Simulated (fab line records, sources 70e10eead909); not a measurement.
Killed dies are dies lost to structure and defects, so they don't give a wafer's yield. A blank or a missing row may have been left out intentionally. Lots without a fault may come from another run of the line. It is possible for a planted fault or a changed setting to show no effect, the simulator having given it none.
Comparing a struck lot with a sound one :: flow nand_harc :: 45 out of 1159 route steps
Sound: these wafers, L450.2, L450.4, L450.6. Wafers struck: L457.3, L457.4, L457.6. The cause comes at the end.
For every step that has rows: the tool of each side, followed by ch and its chambers, followed by its first start. Under that, the readings that differ: sound wafers :: struck wafers :: difference of the means :: sigmas: that difference in standard deviations of wafers without a fault.
alike: readings with means less than 2 such deviations apart, plus words and numbers identical on both sides. not compared: withheld readings, readings lacking a value on some wafer, bounds such as >300 that could conceal the same value, and numbers that have no deviation in the record and whose values overlap.
Wherever a step has rows on one side only, a row that says differs or no value, or a row with sigmas, the two part there. Numbers that have no deviation but don't overlap get no sigmas and don't part them. A reading missing from all wafers of one side parts the sides only when that side holds two or more wafers.

first, 6 steps without rows for these wafers: NHARC_P_GATE_STRIP_15 (strips in SPM, time 780 s); NHARC_P_GATE_PRECLEAN_71 (cleans in SC1); NHARC_P_GATE_SRD_72; NHARC_P_GATE_OXIDE_16 (material SiO2, target thk 3 nm, ox time 392 s); NHARC_P_GATE_CVD_17 (deposits poly-Si, target thk 150 nm, time 900 s); NHARC_P_GATE_HM_DEP_102 (deposits aC, target thk 120 nm).
NHARC_P_GATE_DEP_103: deposits SiON, target thk 30 nm.
  sound on pecvd-01 ch 0,1, day 5 10:50; struck on pecvd-01 ch 0,1,2, day 7 04:11
  alike: heater_power_w, susceptor_temp_C
then, 5 steps without rows for these wafers: NHARC_P_GATE_DEHYDRATE_18 (time 120 s); NHARC_P_GATE_HMDS_19 (time 30 s); NHARC_P_GATE_COAT_20 (resist thk 90 nm); NHARC_P_GATE_SOFTBAKE_21 (time 55 s); NHARC_P_GATE_EBR_22.
NHARC_P_GATE_EXPOSE_23: exposes mask P GATE, target cd 120 nm.
  sound on arfi_scanner-02 ch 0, day 5 11:22; struck on arfi_scanner-02 ch 0, day 7 04:35
reading: exposure_dose_mJ_cm2
sound: 93.81 93.92 93.92
struck: 91.74 91.97 91.78
difference: -2.05
sigmas: -22
  alike: mask, focus_offset_nm
then, 2 steps without rows for these wafers: NHARC_P_GATE_PEB_24 (peb time 65 s); NHARC_P_GATE_DEVELOP_25 (develop time 35 s).
NHARC_P_GATE_CD_MEAS_26: the cd target is 120 nm.
  sound on cd_sem-02 ch 0, day 5 11:29; struck on cd_sem-02 ch 0, day 7 04:43
reading: cd_nm (nm)
sound: 118.4 120.0 119.4
struck: 121.0 121.3 121.2
difference: +1.9
sigmas: +3
NHARC_P_GATE_OVL_MEAS_27:
  struck on overlay-02, day 7 04:49; sound on overlay-01, day 5 11:35
  alike: overlay_x_nm, overlay_y_nm
NHARC_P_GATE_INSPECT_28:
  struck on defect_inspect-02, day 7 04:50; sound on defect_inspect-02, day 5 11:37
  alike: raw_defect_count
NHARC_P_GATE_DESCUM_31: chemistry O2, time 3 s.
  sound on rie_diel-01 ch 0,1, day 5 11:41; struck on rie_diel-06 ch 1,2,3, day 7 04:55
reading: model.P_GATE.cd_nm (nm)
sound: 117.3 119.2 118.6
struck: 120.9 120.6 121.1
difference: +2.5
sigmas: 
  alike: drypump_motor_current_A, oes_product_au, rf_vpp_V, showerhead_plenum_p_Torr, throttle_valve_pct
  not compared: rf_hours_counter_h
NHARC_P_GATE_ETCH_104: etches the open film in CF4/CHF3, target depth 60 nm.
  sound on rie_diel-01 ch 1,2,3, day 5 12:08; struck on rie_diel-06 ch 1,2,3, day 7 05:02
  alike: drypump_motor_current_A, oes_product_au, rf_vpp_V, showerhead_plenum_p_Torr, throttle_valve_pct
NHARC_P_GATE_HM_OPEN_105: chemistry O2/COS, target depth 360 nm.
  sound: rie_diel-01 ch 0,1; struck: rie_diel-06 ch 0,3
reading: oes_product_au (a.u.)
sound: 1.017 1.021 1.022
struck: 0.957 0.979 0.960
difference: -0.055
sigmas: -4
  alike: cos_flow_sccm, drypump_motor_current_A, rf_vpp_V, showerhead_plenum_p_Torr, throttle_valve_pct
  not compared: rf_hours_counter_h
then, 4 steps without rows for these wafers: NHARC_P_GATE_STRIP_106 (strips in O2/COS); NHARC_P_GATE_ETCH_114 (etches the open film in CF4/O2, target depth 30 nm, overetch 3 nm, time 16.5 s); NHARC_P_GATE_ETCH_32 (etches the open film in HBr/Cl2, target depth 150 nm, time 100.1 s); NHARC_P_GATE_STRIP_108 (strips in O2).
NHARC_P_GATE_CD_MEAS_33:
  struck on cd_sem-03, day 7 05:46; sound on cd_sem-02, day 5 12:57
  alike: cd_nm
then, 4 steps without rows for these wafers: NHARC_P_GATE_STRIP_35 (strips in SPM, time 600 s); NHARC_P_GATE_PRECLEAN_73 (cleans in SC1); NHARC_P_GATE_SRD_74; NHARC_P_GATE_ALD_36 (deposits SiNx, target thk 20 nm, pulse time 60 s, ald cycles 223).
NHARC_P_GATE_ETCHBACK_37: etches the open film in CHF3/O2, target depth 34.5 nm, time 17.2 s.
  sound: rie_diel-13 ch 0,3; struck: rie_diel-13 ch 0,2,3
  alike: drypump_motor_current_A, oes_product_au, rf_vpp_V, showerhead_plenum_p_Torr, throttle_valve_pct
  not compared: rf_hours_counter_h
NHARC_P_GATE_STRIP_101: strips in O2, time 20 s.
  sound on rie_diel-13 ch 0,1,3, day 6 01:11; struck on rie_diel-13 ch 0,1,2, day 7 15:49
  alike: drypump_motor_current_A, oes_product_au, rf_vpp_V, showerhead_plenum_p_Torr, throttle_valve_pct
  not compared: rf_hours_counter_h
then, 10 steps without rows for these wafers: NHARC_P_GATE_PRECLEAN_97 (cleans in SPM, time 600 s); NHARC_P_GATE_SRD_98; NHARC_P_GATE_PRECLEAN_99 (cleans in SC1); NHARC_P_GATE_SRD_100; NHARC_P_GATE_DEHYDRATE_38 (time 120 s); NHARC_P_GATE_HMDS_39 (time 30 s); NHARC_P_GATE_COAT_40; NHARC_P_GATE_SOFTBAKE_41 (time 95 s); NHARC_P_GATE_EBR_42; NHARC_P_GATE_EXPOSE_43 (exposes mask P NSD, target cd 720 nm).
NHARC_P_M2_DESCUM_14: chemistry O2, time 3 s.
  sound on rie_diel-13 ch 1,2, day 7 00:43; struck on rie_diel-03 ch 0,1,3, day 8 16:22
reading: showerhead_plenum_p_Torr (Torr)
sound: 1.91 2.01 2.01
struck: 1.91 1.80 1.84
difference: -0.13
sigmas: -2

reading: model.P_M2.cd_nm (nm)
sound: 169.8 170.6 169.2
struck: 171.3 172.8 170.9
difference: +1.8
sigmas: 
  alike: drypump_motor_current_A, oes_product_au, rf_vpp_V, throttle_valve_pct
  not compared: rf_hours_counter_h
NHARC_P_M2_ETCH_28: etches the open film in CF4/N2, target depth 30 nm, time 72.99 s.
  sound: rie_diel-13 ch 1,2,3; struck: rie_diel-06 ch 0,1,2
reading: model.P_M2.cd_nm (nm)
sound: 169.3 169.7 169.5
struck: 171.6 172.6 170.2
difference: +2.0
sigmas: 
  alike: drypump_motor_current_A, oes_product_au, rf_vpp_V, showerhead_plenum_p_Torr, throttle_valve_pct
  not compared: rf_hours_counter_h
-- break in the record here, with 13 days between the starts of the struck wafers on either side (left off in module P_M2, picked up again in module END, where the first step shown is number 1159 on the route) --
NHARC_END_SORT_01:
  sound on prober-02 ch 0, day 19 22:05; struck on prober-02 ch 0, day 21 19:43
reading: killed_open
sound: 5 2 9
struck: 1 2 1
difference: -4
sigmas: -2
  alike: killed_at_array, killed_at_other, killed_at_periphery, killed_dies, killed_short

== WHERE THEY PART ==
First at NHARC_P_GATE_EXPOSE_23; last, within this record, at NHARC_END_SORT_01.

WHY: what had been put in by the simulator
Process parameters drifting: arfi_scanner-02 at NHARC_P_GATE_EXPOSE_23, beginning at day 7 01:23. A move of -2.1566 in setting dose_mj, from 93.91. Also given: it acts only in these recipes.
